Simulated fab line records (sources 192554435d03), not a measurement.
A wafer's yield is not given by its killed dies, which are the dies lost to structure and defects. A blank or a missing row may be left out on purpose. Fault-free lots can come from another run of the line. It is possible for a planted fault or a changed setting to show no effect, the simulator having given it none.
Struck lot and sound lot, side by side    flow n5-finfet    15 out of 1938 route steps
Sound: these wafers, L591.4, L591.5, L591.6. Wafers struck: L600.1, L600.3, L600.4. The cause is named last.
Per side, at each step with rows, come the tool, then ch with its chambers, and then its first start. Under that, the readings that differ: sound wafers    struck wafers    difference of the means    sigmas: that difference in standard deviations of wafers without a fault.
alike: words and numbers the same on both sides, and readings whose means are apart by under 2 such deviations; not compared: readings that were withheld, readings missing a value for some wafer, numbers with overlapping values and no deviation given by the record, and bounds like >300 which may hide the same value.
Wherever a step has rows on one side only, a row that says differs or no value, or a row with sigmas, the two part there. Numbers that have no deviation but don't overlap get no sigmas and don't part them. A reading that every wafer of one side lacks parts them only if that side has two wafers or more.

first, 8 steps without rows for these wafers: N5_BEOL_M10_COAT_59 (time 60 s, resist thk 100 nm); N5_BEOL_M10_COAT_60 (time 60 s, resist thk 30 nm); N5_BEOL_M10_COAT_05 (resist thk 90 nm); N5_BEOL_M10_EBR_07; N5_BEOL_M10_SOFTBAKE_06 (time 60 s); N5_BEOL_M10_EXPOSE_08 (exposes mask M10); N5_BEOL_M10_PEB_09 (peb time 60 s); N5_BEOL_M10_DEVELOP_10 (develop time 30 s).
N5_BEOL_M10_CD_MEAS_11: the cd target is 64.1 nm.
  sound on cd-sem-02 ch 0, day 12 06:16; struck on cd-sem-01 ch 0, day 14 09:14
  alike: cd-nm
N5_BEOL_M10_OVL_MEAS_12:
  sound on overlay-02 ch 0, day 12 06:17; struck on overlay-02 ch 0, day 14 09:16
  alike: M10_OVL
N5_BEOL_M10_INSPECT_13: inspects for defects (brightfield).
  sound: defect-inspect-01 at day 12 06:19; struck: defect-inspect-02 at day 14 09:17
  alike: raw-defect-count
N5_BEOL_M10_DESCUM_16: chemistry O2, time 7.9 s.
  sound on rie-diel-03 ch 0,3, day 12 06:21; struck on rie-diel-03 ch 1,2,3, day 14 09:19
  alike: drypump-motor-current-A, oes-product-au, rf-vpp-V, showerhead-plenum-p-Torr, throttle-valve-pct
  not compared: rf-hours-counter-h
N5_BEOL_M10_ETCH_61: etches SiARC in CF4, target depth 39 nm, time 65 s.
  sound on rie-diel-03 ch 0,3, day 12 06:23; struck on rie-diel-03 ch 1,2,3, day 14 09:21
reading                          sound              struck             difference  sigmas
cf4-flow-sccm (sccm)             100.4 99.8 100.4   69.6 69.9 69.8     -30.4       -99 or more
etch-rf-on-time-s (s)            63.5 65.7 63.6     66.9 69.4 67.3     +3.6        +3
showerhead-plenum-p-Torr (Torr)  2.07 2.08 2.07     1.81 1.86 1.95     -0.20       -3
throttle-valve-pct (%)           15.69 15.55 15.69  14.48 14.33 14.37  -1.25       -10
  alike: drypump-motor-current-A, oes-product-au, rf-vpp-V
  not compared: rf-hours-counter-h
N5_BEOL_M10_ETCH_62: etches SOC in N2/H2, target depth 110 nm, overetch 22 nm, time 165 s.
  sound on rie-diel-03 ch 0,3, day 12 06:26; struck on rie-diel-03 ch 1,2,3, day 14 09:24
  alike: drypump-motor-current-A, oes-product-au, rf-vpp-V, showerhead-plenum-p-Torr, throttle-valve-pct
  not compared: rf-hours-counter-h
next, for these wafers, 1 step has no rows: N5_PASSIVATION_PROBE_49.

WHERE THEY PART
Within this record, at N5_BEOL_M10_ETCH_61 only. Later steps at which nothing parts them and some readings are alike: N5_BEOL_M10_ETCH_62.

WHY: what had been put in by the simulator
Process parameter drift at N5_BEOL_M10_ETCH_61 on rie-diel-03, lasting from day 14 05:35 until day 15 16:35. The setting cf4-flow-sccm was moved by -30, starting from 100. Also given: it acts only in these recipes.
